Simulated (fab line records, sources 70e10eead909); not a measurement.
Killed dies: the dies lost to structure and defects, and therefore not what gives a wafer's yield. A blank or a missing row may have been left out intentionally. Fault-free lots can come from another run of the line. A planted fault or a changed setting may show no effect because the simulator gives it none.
Matching of chambers | flow nandHarc | rieDiel-10 running NHARC_A_STAIRCASE_ETCH_253: 4 sister chambers
The step etches the open film in C4F8/O2, target depth 50 nm, time 20.2 s. 14 wafers are shown with their chamber, then 7 later ones without.

WAFERS, EACH WITH ITS CHAMBER
wafer  | chamber | rfVppV (V) | rfFwdPowerW (W) | oesProductAu (a.u.)
L082.1 | 1       | 902        | 584.9           | 0.944
L082.4 | 0       | 891        | 588.6           | 0.950
L082.6 | 0       | 891        | 589.9           | 0.955
L089.1 | 2       | 891        | 584.5           | 0.967
L089.2 | 3       | 895        | 592.6           | 0.948
L089.5 | 0       | 892        | 588.1           | 0.945
L088.1 | 2       | 891        | 583.1           | 0.929
L088.2 | 3       | 895        | 590.4           | 0.932
L088.4 | 0       | 892        | 591.5           | 0.915
L090.1 | 2       | 890        | 585.7           | 0.956
L090.3 | 3       | 893        | 591.6           | 0.951
L090.6 | 3       | 894        | 590.8           | 0.955
L091.1 | 3       | 893        | 589.6           | 0.969
L091.5 | 1       | 901        | 588.4           | 0.959

SIGNATURES (averages over the wafers above)
reading      | chamber 0 | chamber 1 | chamber 2 | chamber 3 | scatter within a chamber
rfVppV       | 891.50    | 901.50    | 890.67    | 894.00    | 0.785
rfFwdPowerW  | 589.525   | 586.650   | 584.433   | 591.000   | 1.47
oesProductAu | 0.94125   | 0.95150   | 0.95067   | 0.95100   | 0.016
Rule: a wafer lies at a distance from a chamber equal to the root of the sum of squares, over the readings, of (its reading less the chamber's mean, divided by the reading's scatter). If the next closest chamber is less than 2 further off than the closest, the wafer can't be placed; otherwise it belongs to the closest. The scatter is the square root of a quotient: the sum, over the shown wafers, of each reading's squared deviation from its chamber's mean, divided by wafers minus chambers.

WAFERS WHOSE CHAMBER IS MISSING
wafer  | rfVppV (V) | rfFwdPowerW (W) | oesProductAu (a.u.)
L091.6 | 891        | 586.5           | 0.970
L096.2 | 902        | 589.4           | 0.942
L096.4 | 894        | 590.9           | 0.941
L096.6 | 891        | 591.1           | 0.922
L097.1 | 891        | 588.0           | 0.898
L097.3 | 894        | 593.2           | 0.910
L097.5 | 890        | 591.0           | 0.914

THE CHAMBER EACH PASSED THROUGH
wafer  | from the rows above     | in truth
L091.6 | can't be placed: 2 or 0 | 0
L096.2 | 1                       | 1
L096.4 | 3                       | 3
L096.6 | 0                       | 0
L097.1 | can't be placed: 0 or 2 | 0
L097.3 | can't be placed: 3 or 0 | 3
L097.5 | 0                       | 0
Correctly placed: 4 of 7. These rows do not allow placing 3 (true chamber among the candidates in 3). Wrongly placed: 0.
